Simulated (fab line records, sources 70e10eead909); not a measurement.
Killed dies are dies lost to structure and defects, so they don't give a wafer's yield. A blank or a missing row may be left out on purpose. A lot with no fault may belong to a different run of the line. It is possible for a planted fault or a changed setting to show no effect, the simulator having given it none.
A struck lot beside a sound one / flow nandHarc / 39 out of 1159 route steps
Sound: wafers L996.2, L996.5, L996.6. Wafers L102.3, L102.4, L102.5 were the ones struck. The cause is given at the end.
Per side, at each step with rows, come the tool, then ch with its chambers, and then its first start. Under that, the readings that differ: sound wafers / struck wafers / difference of the means / sigmas: that difference in standard deviations of wafers without a fault.
alike: readings whose means differ by less than 2 such deviations, and words and numbers that are the same on both sides. not compared: withheld readings, readings that some wafer has no value for, bounds like >300 that may hide the same value, and numbers for which the record gives no deviation and whose values overlap.
Wherever a step has rows on one side only, a row that says differs or no value, or a row with sigmas, the two part there. Non-overlapping numbers with no deviation appear without sigmas and do not part them. A reading missing from all wafers of one side parts the sides only when that side holds two or more wafers.

NHARC_A_STAIRCASE_ETCH_194: etches the open film in C4F8/O2, target depth 100 nm, time 40.5 s.
  sound: rieDiel-06 ch 0,2,3; struck: rieDiel-02 ch 1,3
  alike: oesProductAu, rfVppV
  not compared: rfHoursCounterH
then, 1 step without rows for these wafers: NHARC_A_STAIRCASE_TRIM_196 (chemistry O2, time 211.2 s).
NHARC_A_STAIRCASE_ETCH_197: etches the open film in C4F8/O2, target depth 100 nm, time 40.5 s.
  sound: rieDiel-06 ch 0,1,2; struck: rieDiel-06 ch 0,3
  alike: oesProductAu, rfVppV
  not compared: rfHoursCounterH
then, 7 steps without rows for these wafers: NHARC_A_STAIRCASE_TRIM_198 (chemistry O2, time 211.2 s); NHARC_A_STAIRCASE_ETCH_199 (etches the open film in C4F8/O2, target depth 100 nm, time 40.5 s); NHARC_A_STAIRCASE_TRIM_200 (chemistry O2, time 211.2 s); NHARC_A_STAIRCASE_ETCH_201 (etches the open film in C4F8/O2, target depth 100 nm, time 40.5 s); NHARC_A_STAIRCASE_TRIM_202 (chemistry O2, time 211.2 s); NHARC_A_STAIRCASE_ETCH_203 (etches the open film in C4F8/O2, target depth 100 nm, time 40.5 s); NHARC_A_STAIRCASE_STRIP_205 (strips in O2).
NHARC_A_STAIRCASE_STRIP_206: strips in SPM, time 900 s.
  sound on wetBench-09 ch 0,3,4, day 11 18:35; struck on wetBench-09 ch 1,2,7, day 13 14:35
then, 12 steps without rows for these wafers: NHARC_A_STAIRCASE_PRECLEAN_207 (cleans in SC1); NHARC_A_STAIRCASE_SRD_208; NHARC_A_STAIRCASE_DEHYDRATE_209 (time 120 s); NHARC_A_STAIRCASE_HMDS_210 (time 30 s); NHARC_A_STAIRCASE_COAT_211; NHARC_A_STAIRCASE_SOFTBAKE_212 (time 170 s); NHARC_A_STAIRCASE_EBR_213; NHARC_A_STAIRCASE_EXPOSE_214 (exposes mask STAIR 3); NHARC_A_STAIRCASE_PEB_215 (peb time 130 s); NHARC_A_STAIRCASE_DEVELOP_216 (time 140 s); NHARC_A_STAIRCASE_HARDBAKE_218 (time 140 s); NHARC_A_STAIRCASE_DESCUM_219 (chemistry O2, time 3 s).
NHARC_A_STAIRCASE_TRIM_220: chemistry O2, time 211.2 s.
  sound on rieDiel-02 ch 0,1,3, day 11 19:53; struck on rieDiel-06 ch 0,3, day 13 15:49
  alike: drypumpMotorCurrentA, oesProductAu, rfVppV, showerheadPlenumPTorr, throttleValvePct
  not compared: rfHoursCounterH
then, 4 steps without rows for these wafers: NHARC_A_STAIRCASE_ETCH_221 (etches the open film in C4F8/O2, target depth 100 nm, time 40.5 s); NHARC_A_STAIRCASE_TRIM_222 (chemistry O2, time 211.2 s); NHARC_A_STAIRCASE_ETCH_223 (etches the open film in C4F8/O2, target depth 100 nm, time 40.5 s); NHARC_A_STAIRCASE_TRIM_224 (chemistry O2, time 211.2 s).
NHARC_A_STAIRCASE_ETCH_225: etches the open film in C4F8/O2, target depth 100 nm, time 40.5 s.
  sound: rieDiel-02 ch 0,1,2; struck: rieDiel-06 ch 0,3
  alike: oesProductAu, rfVppV
  not compared: rfHoursCounterH
then, 1 step without rows for these wafers: NHARC_A_STAIRCASE_TRIM_226 (chemistry O2, time 211.2 s).
NHARC_A_STAIRCASE_ETCH_227: etches the open film in C4F8/O2, target depth 100 nm, time 40.5 s.
  sound: rieDiel-02 ch 0,1,2; struck: rieDiel-06 ch 0,3
  alike: oesProductAu, rfVppV
  not compared: rfHoursCounterH
then, 7 steps without rows for these wafers: NHARC_A_STAIRCASE_TRIM_229 (chemistry O2, time 211.2 s); NHARC_A_STAIRCASE_ETCH_230 (etches the open film in C4F8/O2, target depth 100 nm, time 40.5 s); NHARC_A_STAIRCASE_TRIM_231 (chemistry O2, time 211.2 s); NHARC_A_STAIRCASE_ETCH_232 (etches the open film in C4F8/O2, target depth 100 nm, time 40.5 s); NHARC_A_STAIRCASE_TRIM_233 (chemistry O2, time 211.2 s); NHARC_A_STAIRCASE_ETCH_234 (etches the open film in C4F8/O2, target depth 100 nm, time 40.5 s); NHARC_A_STAIRCASE_TRIM_235 (chemistry O2, time 211.2 s).
-- the record jumps here: 8 days lie between the struck wafers' starts before and after (it left off in module A_STAIRCASE and takes up again in module END, whose first step shown is number 1159 of the route) --
NHARC_END_SORT_01:
  the record has rows for the struck wafers here (prober-01 ch 0, day 21 12:54) and none for the sound ones

## WHERE THEY PART
Within this record, at NHARC_END_SORT_01 only.

WHY: what had been put in by the simulator
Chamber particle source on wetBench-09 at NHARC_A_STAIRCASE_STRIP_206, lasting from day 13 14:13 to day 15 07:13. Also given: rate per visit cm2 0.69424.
